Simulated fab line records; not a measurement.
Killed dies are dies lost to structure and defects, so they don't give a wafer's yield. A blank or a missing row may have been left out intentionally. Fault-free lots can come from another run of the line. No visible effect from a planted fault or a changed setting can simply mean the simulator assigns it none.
fab line records    flow n5-finfet
record lots=6  wafers=18  last-day=15
route steps=1938 shown BEOL_M7@1317
lots with no fault: from the same line, run without faults
start-h: the number of hours between the record's first day and the start of the first shown wafer of the lot    wait-h: hours from the lot's prior step to this one    " the same as in the row above    L1.1+2: several wafers, shown together as one row    - no value, or no start was given    * or withheld: withheld    < > ~ a bound
route shown NAME@n: a module of which the file shows steps, and the number in the route of the first    usual: the fault-free wafers' mean and standard deviation    same: alike in all rows    chamber/n: place in a boat    sites: each site's reading    _std_site: the standard deviation of these    _edge_site: outer sites' mean less inner sites'    radius-mm: how far each site lies from the wafer's centre    mask NAME#n: copy n    behind: tool/chamber where the wafer was last shaped    hold: the reason the lot was held/the length of the hold in hours/how it ended    device: the transistor (n, p or np) that didn't switch    end of line: tests of these same wafers at the route's end    a step without rows: its recipe alone    killed: dies that structure and defects cost at the first sort, which is not the same as the wafer's yield    map: a wafer's dies, marking killed ones x, the rest . and places with no die _
set.NAME: the setting the step ran with; set.NAME@STEP: the setting that earlier step ran with    model.NAME: the simulator's own value behind a step, which no gauge read
lots seen at some steps along the route; tables by step, rows by wafer
services: from which hour (start-h, from the record's first day; less than 0 if before it) a tool's chamber was out of use, for how many hours, and why
## steps
# step N5_BEOL_M7_CURE_75
# recipe temp-c=370  time-s=120  ambient=DMADMS/He  material=SiCOH_lowk
# step N5_BEOL_M7_DEGAS_44
# recipe ambient=vacuum  temp-c=250  time-s=60
# usual heater-power-w=330/23
lot.wafer  tool            chamber  start-h  wait-h  heater-power-w
L857.1     pvd-sputter-02  -        209.87   0.5     301
L857.2     "               -        "        "       352
L857.6     "               -        "        "       298
L859.2     pvd-sputter-01  -        210.76   0.3     344
L859.3     "               -        "        "       321
L859.5     "               -        "        "       334
L861.3     pvd-sputter-01  -        228.36   1.7     318
L861.4     "               -        "        "       321
L861.5     "               -        "        "       320
L866.1     pvd-sputter-01  -        252.84   0.3     355
L866.2     "               -        "        "       306
L866.4     "               -        "        "       324
L870.2     pvd-sputter-02  -        290.42   0.2     305
L870.3     "               -        "        "       350
L870.6     "               -        "        "       303
L872.1     pvd-sputter-03  -        293.57   0.3     313
L872.2     "               -        "        "       322
L872.5     "               -        "        "       318
# step N5_BEOL_M7_PRE_CLEAN_45
# recipe gas=H2/He  time-s=30  temp-c=250
# step N5_BEOL_M7_ALD_77
# recipe material=TaN  target-thk-a=20  temp-c=275  ald-precursor-family=PDMAT  ald-co-reactant=NH3  pressure-torr=3  carrier-flow-sccm=1500  pulse-time-s=2  purge-time-s=3  co-reactant-purge-time-s=2  co-reactant-pulse-time-s=3  ald-cycles=40  precursor-vessel-temp-c=75  precursor-vessel-pressure-torr=26.25  precursor-vessel-carrier-sccm=1000
# usual chamber-pressure-Torr=3.000/0.0068  heater-power-w=423/36
lot.wafer  tool          chamber  start-h  wait-h  chamber-pressure-Torr  heater-power-w  since-wet-clean-h
L857.1     ald-metal-01  3        209.98   0.0     3.005                  403             6027
L857.2     "             2        "        "       3.000                  444             6027
L857.6     "             2        "        "       3.006                  444             -
L859.2     ald-metal-03  1        210.86   0.0     2.986                  351             1412
L859.3     "             3        "        "       3.003                  460             1412
L859.5     "             0        "        "       2.999                  402             -
L861.3     ald-metal-03  0        228.50   0.1     2.994                  408             1430
L861.4     "             1        "        "       2.991                  348             1430
L861.5     "             2        "        "       2.983                  459             -
L866.1     ald-metal-01  0        252.95   0.0     2.995                  441             6070
L866.2     "             1        "        "       3.002                  427             6070
L866.4     "             3        "        "       3.003                  394             6070
L870.2     ald-metal-01  2        290.52   0.0     2.997                  437             6107
L870.3     "             3        "        "       2.993                  392             6107
L870.6     "             2        "        "       3.003                  448             -
L872.1     ald-metal-02  3        293.69   0.1     3.005                  428             3034
L872.2     "             1        "        "       3.001                  436             3034
L872.5     "             3        "        "       3.002                  413             -
# step N5_BEOL_M7_SURFACE_TREAT_79
# recipe gas=Ar  time-s=*  ion-energy-ev=*  ion-current-ma-cm2=0.5  pressure-mtorr=*  ar-flow-sccm=30
# step N5_BEOL_M7_CVD_78
# recipe material=Co  target-thk-a=20  temp-c=withheld  precursor=CCTBA/H2  pressure-torr=30  time-s=142.3
# step N5_BEOL_M7_SPUTTER_48
# recipe material=Cu  target-thk-a=100  temp-c=-20  bias-v=60  power-w=26000  chamber-pressure-pa=0.13  time-s=1.667
# usual throttle-valve-pct=29.5/1.1
lot.wafer  tool            chamber  start-h  wait-h  throttle-valve-pct
L857.1     pvd-sputter-02  -        210.75   0.2     30.0
L857.2     "               -        "        "       31.2
L857.6     "               -        "        "       30.2
L859.2     pvd-sputter-02  -        211.49   0.1     31.2
L859.3     "               -        "        "       29.1
L859.5     "               -        "        "       30.2
L861.3     pvd-sputter-01  -        228.99   0.1     27.9
L861.4     "               -        "        "       30.7
L861.5     "               -        "        "       27.9
L866.1     pvd-sputter-03  -        254.88   0.1     28.8
L866.2     "               -        "        "       30.8
L866.4     "               -        "        "       28.4
L870.2     pvd-sputter-03  -        290.98   0.1     28.5
L870.3     "               -        "        "       31.2
L870.6     "               -        "        "       31.1
L872.1     pvd-sputter-03  -        294.43   0.1     28.7
L872.2     "               -        "        "       28.6
L872.5     "               -        "        "       28.6
# step N5_BEOL_M7_ECD_50
# recipe material=Cu  target-thk-a=3000
# step N5_BEOL_M7_ANNEAL_51
# recipe temp-c=225  time-s=90  ambient=N2
# usual wafer_temp_C_max=225.74/0.19
lot.wafer  tool           chamber  start-h  wait-h  wafer_temp_C_max
L857.1     rtp-anneal-02  0        214.37   3.5     226.11
L857.2     "              0        "        "       225.75
L857.6     "              0        "        "       225.90
L859.2     rtp-anneal-02  0        215.22   3.6     225.85
L859.3     "              0        "        "       226.02
L859.5     "              0        "        "       225.70
L861.3     rtp-anneal-02  0        229.37   0.2     225.51
L861.4     "              0        "        "       225.96
L861.5     "              0        "        "       225.58
L866.1     rtp-anneal-01  0        255.27   0.2     225.96
L866.2     "              0        "        "       225.56
L866.4     "              0        "        "       225.78
L870.2     rtp-anneal-02  0        291.36   0.2     225.93
L870.3     "              0        "        "       225.78
L870.6     "              0        "        "       225.87
L872.1     rtp-anneal-01  0        294.64   0.1     225.82
L872.2     "              0        "        "       225.70
L872.5     "              0        "        "       225.76
# step N5_BEOL_M7_CMP_52
# recipe stop-on=SiCOH_lowk  t-overpolish-s=6.9  down-force-psi=1  platen-rpm=50  clearing-platen-down-force-psi=1.5  clearing-platen-rpm=50  post-cmp-clean=cu-alkaline  target-thk-nm=80  clearing-platen-pad-velocity-m-s=0.99484  pad-velocity-m-s=0.99484
# usual barrier-field-endpoint-s=29.0/0.8  motor-current-A=5.8/0.65  overpolish-run-s=6.900/0.0094  pad-life-wafers=806/660  time-to-endpoint-s=63/3.3
lot.wafer  tool    chamber  start-h  wait-h  barrier-field-endpoint-s  motor-current-A  overpolish-run-s  pad-life-wafers  time-to-endpoint-s
L857.1     cmp-02  3        214.70   0.3     30.0                      5.0              6.907             1357             63
L857.2     "       0        "        "       30.5                      5.9              6.900             1358             62
L857.6     "       2        "        "       30.6                      5.6              6.909             -                61
L859.2     cmp-01  0        215.48   0.2     27.9                      5.6              6.916             390              60
L859.3     "       3        "        "       29.5                      6.6              6.891             393              66
L859.5     "       0        "        "       28.5                      5.3              6.917             -                61
L861.4     cmp-01  0        229.57   0.1     28.6                      5.1              6.909             498              57
L861.3     "       2        "        "       29.0                      6.8              6.907             500              58
L861.5     "       1        "        "       28.9                      6.1              6.916             -                58
L866.4     cmp-03  0        255.56   0.1     29.8                      6.4              6.908             1662             61
L866.2     "       1        "        "       29.0                      5.3              6.903             1663             66
L866.1     "       3        "        "       28.6                      5.0              6.903             1665             62
L870.2     cmp-01  2        291.65   0.2     28.1                      6.3              6.906             877              61
L870.3     "       0        "        "       28.7                      5.2              6.895             879              61
L870.6     "       1        "        "       28.4                      6.1              6.901             -                61
L872.2     cmp-03  1        294.97   0.2     28.6                      5.7              6.904             2041             64
L872.1     "       2        "        "       27.2                      7.0              6.896             2042             59
L872.5     "       0        "        "       28.3                      6.4              6.902             -                61
# step N5_BEOL_M7_THK_MEAS_53
# recipe thk-meas-gauge=xrf  reads=Cu_of_BEOL_M7_ECD_50
# usual M7_THK=81.4/2.1
lot.wafer  tool           chamber  start-h  wait-h  M7_THK[nm]
L857.1     film-metro-01  -        214.96   -       80.7
L857.2     "              -        "        "       78.6
L857.6     "              -        "        "       78.9
L859.2     film-metro-01  -        215.77   -       79.3
L859.3     "              -        "        "       80.1
L859.5     "              -        "        "       78.7
L861.3     film-metro-02  -        229.87   -       80.8
L861.4     "              -        "        "       78.1
L861.5     "              -        "        "       80.6
L866.1     film-metro-01  -        255.86   -       77.2
L866.2     "              -        "        "       80.7
L866.4     "              -        "        "       79.1
L870.2     film-metro-02  -        291.91   -       81.8
L870.3     "              -        "        "       82.7
L870.6     "              -        "        "       82.2
L872.1     film-metro-01  -        295.23   -       82.2
L872.2     "              -        "        "       81.9
L872.5     "              -        "        "       81.3
# step N5_BEOL_M7_PRE_CLEAN_55
# recipe gas=NH3  time-s=15  temp-c=withheld  rf-power-w=300
# step N5_BEOL_M7_DEP_56
# recipe material=SiCN  target-thk-a=100  temp-c=withheld  precursor=3MS/NH3  pressure-torr=3  rf-w=202  time-s=17.5
# usual chamber-pressure-Torr=2.999/0.0064  showerhead-plenum-p-Torr=3.670/0.015  throttle-valve-pct=9.1/0.33
lot.wafer  tool      chamber  start-h  wait-h  chamber-pressure-Torr  showerhead-plenum-p-Torr  since-wet-clean-h  throttle-valve-pct  model.SiCN_of_BEOL_M7_DEP_56.thk-nm
L857.1     pecvd-01  1        215.02   0.0     2.993                  3.660                     1644               9.6                 9.8
L857.2     "         2        "        "       2.997                  3.654                     165                8.7                 9.6
L857.6     "         2        "        "       2.996                  3.657                     -                  9.0                 10
L859.2     pecvd-03  1        215.85   0.0     2.996                  3.676                     1463               9.4                 10
L859.3     "         1        "        "       3.003                  3.676                     -                  9.0                 10
L859.5     "         1        "        "       3.000                  3.671                     -                  9.2                 10
L861.3     pecvd-03  1        229.96   0.0     3.003                  3.668                     -                  9.4                 10
L861.4     "         0        "        "       3.005                  3.683                     -                  9.0                 10.2
L861.5     "         0        "        "       3.014                  3.679                     -                  9.3                 10
L866.1     pecvd-03  0        255.92   0.0     3.016                  3.680                     779                9.0                 10
L866.2     "         1        "        "       2.993                  3.676                     1504               9.4                 9.8
L866.4     "         1        "        "       2.992                  3.668                     -                  8.9                 10
L870.2     pecvd-03  0        291.97   0.0     2.998                  3.701                     815                9.6                 10
L870.3     "         2        "        "       3.004                  3.634                     50                 8.9                 10.4
L870.6     "         2        "        "       2.996                  3.640                     -                  8.7                 10.6
L872.1     pecvd-03  1        295.30   0.0     3.001                  3.675                     1543               9.3                 10.2
L872.2     "         2        "        "       2.993                  3.639                     53                 8.9                 10.4
L872.5     "         2        "        "       3.004                  3.660                     -                  8.6                 10.8
# step N5_BEOL_M7_RS_MEAS_57
# recipe thk-meas-gauge=four-point-probe  reads=Cu_of_BEOL_M7_ECD_50+Co_of_BEOL_M7_CVD_78+TaN_of_BEOL_M7_ALD_77
# usual M7_RS=0.286/0.0086
lot.wafer  tool           chamber  start-h  wait-h  M7_RS[ohm/sq]
L857.1     film-metro-02  -        215.09   0.1     0.289
L857.2     "              -        "        "       0.296
L857.6     "              -        "        "       0.296
L859.2     film-metro-01  -        215.93   0.1     0.293
L859.3     "              -        "        "       0.292
L859.5     "              -        "        "       0.296
L861.3     film-metro-02  -        230.03   0.1     0.289
L861.4     "              -        "        "       0.302
L861.5     "              -        "        "       0.291
L866.1     film-metro-01  -        255.99   0.1     0.302
L866.2     "              -        "        "       0.285
L866.4     "              -        "        "       0.292
L870.2     film-metro-02  -        292.04   0.1     0.284
L870.3     "              -        "        "       0.280
L870.6     "              -        "        "       0.282
L872.1     film-metro-01  -        295.39   0.1     0.282
L872.2     "              -        "        "       0.282
L872.5     "              -        "        "       0.284
## services
tool          chamber  start-h  hours  kind
ald-metal-02  3        190.10   6.9    repair
cmp-01        -        190.44   1.3    repair
cmp-03        -        204.80   1.4    repair
pecvd-03      2        207.63   5.5    scheduled-down
ald-metal-02  -        208.27   0.6    repair
ald-metal-03  -        222.29   1.4    repair
ald-metal-02  -        233.97   0.9    repair
cmp-02        -        235.24   0.5    repair
cmp-01        -        255.04   5.6    pm
pecvd-03      -        261.81   1.5    repair
cmp-01        -        262.95   15.5   pm
pecvd-01      2        269.11   12.2   repair
ald-metal-02  2        281.18   43.6   repair
cmp-02        -        282.73   4.0    pm
cmp-02        -        286.73   -      consumable-replace:conditioner
cmp-02        -        286.73   -      consumable-replace:pad
## key
first-sign none at tools or gauges
model-effect step=N5_BEOL_M7_DEP_56  value=SiCN_of_BEOL_M7_DEP_56.thk-nm  without=10.05  struck=10.55
met-at N5_BEOL_M7_DEP_56
struck-wafers L870.3,L870.6,L872.2,L872.5
fault kind=process-parameter-drift  tool=pecvd-03  chamber=2  onset-h=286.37  steps=N5_BEOL_M7_DEP_56  channel=time-s  offset=*  shape=step  end-h=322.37  acts-in=*  stated=*
